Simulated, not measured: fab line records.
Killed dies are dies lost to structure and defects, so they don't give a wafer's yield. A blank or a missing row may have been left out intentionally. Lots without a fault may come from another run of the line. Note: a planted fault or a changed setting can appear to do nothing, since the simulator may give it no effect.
Chamber matching | flow n5 finfet | 4 sister chambers for N5_BEOL_M0_SAQP_SPACER2_ALD_26 on ald sin-01
The step deposits SiO2, target thk 15 nm, pulse time 1 s, purge time 2 s. 18 wafers are shown with their chamber, then 9 later ones without.

== WAFERS WITH THEIR CHAMBER ==
wafer  | chamber | heater power w (W) | precursor pulse height rel
L079.1 | 1       | 447                | 1.022
L079.3 | 0       | 493                | 1.003
L079.5 | 1       | 463                | 0.971
L082.1 | 3       | 528                | 1.016
L082.2 | 1       | 458                | 0.985
L082.6 | 1       | 457                | 0.992
L088.1 | 3       | 524                | 1.012
L088.2 | 0       | 488                | 1.005
L088.5 | 3       | 531                | 1.010
L090.1 | 3       | 534                | 1.005
L090.3 | 2       | 406                | 1.021
L090.5 | 1       | 470                | 0.991
L091.2 | 0       | 506                | 0.994
L091.3 | 1       | 463                | 0.974
L091.4 | 2       | 413                | 1.012
L092.1 | 0       | 507                | 1.009
L092.2 | 3       | 520                | 1.030
L092.5 | 3       | 539                | 1.013

SIGNATURES (means of the wafers above)
reading                    | chamber 0 | chamber 1 | chamber 2 | chamber 3 | scatter within a chamber
heater power w             | 498.50    | 459.67    | 409.50    | 529.33    | 7.69
precursor pulse height rel | 1.00275   | 0.98917   | 1.01650   | 1.01433   | 0.0125
Rule: distance of a wafer from a chamber = root of the sum over the readings of ((wafer's reading minus chamber's mean) / reading's scatter) squared. The wafer belongs to the nearest chamber; if the next one is less than 2 further off, it can't be placed. How the scatter is found: for the shown wafers, subtract from each reading the mean of its chamber, square and add these, divide the total by (wafers less chambers), then take the root.

== WAFERS WITHOUT THEIR CHAMBER ==
wafer  | heater power w (W) | precursor pulse height rel
L093.2 | 406                | 1.002
L093.4 | 542                | 1.001
L093.6 | 507                | 0.961
L096.1 | 454                | 1.021
L096.2 | 546                | 1.003
L096.3 | 398                | 0.997
L097.1 | 419                | 0.979
L097.4 | 534                | 0.983
L097.5 | 414                | 1.028

== WHICH CHAMBER EACH ONE RAN IN ==
wafer  | from the rows above     | in truth
L093.2 | 2                       | 2
L093.4 | 3                       | 3
L093.6 | can't be placed: 0 or 3 | 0
L096.1 | 1                       | 1
L096.2 | 3                       | 3
L096.3 | 2                       | 2
L097.1 | 2                       | 2
L097.4 | 3                       | 3
L097.5 | 2                       | 2
Placed correctly: 8 of 9. Unplaceable from these rows: 1, with the true chamber sitting among the candidates in 1. 0 placed wrongly.
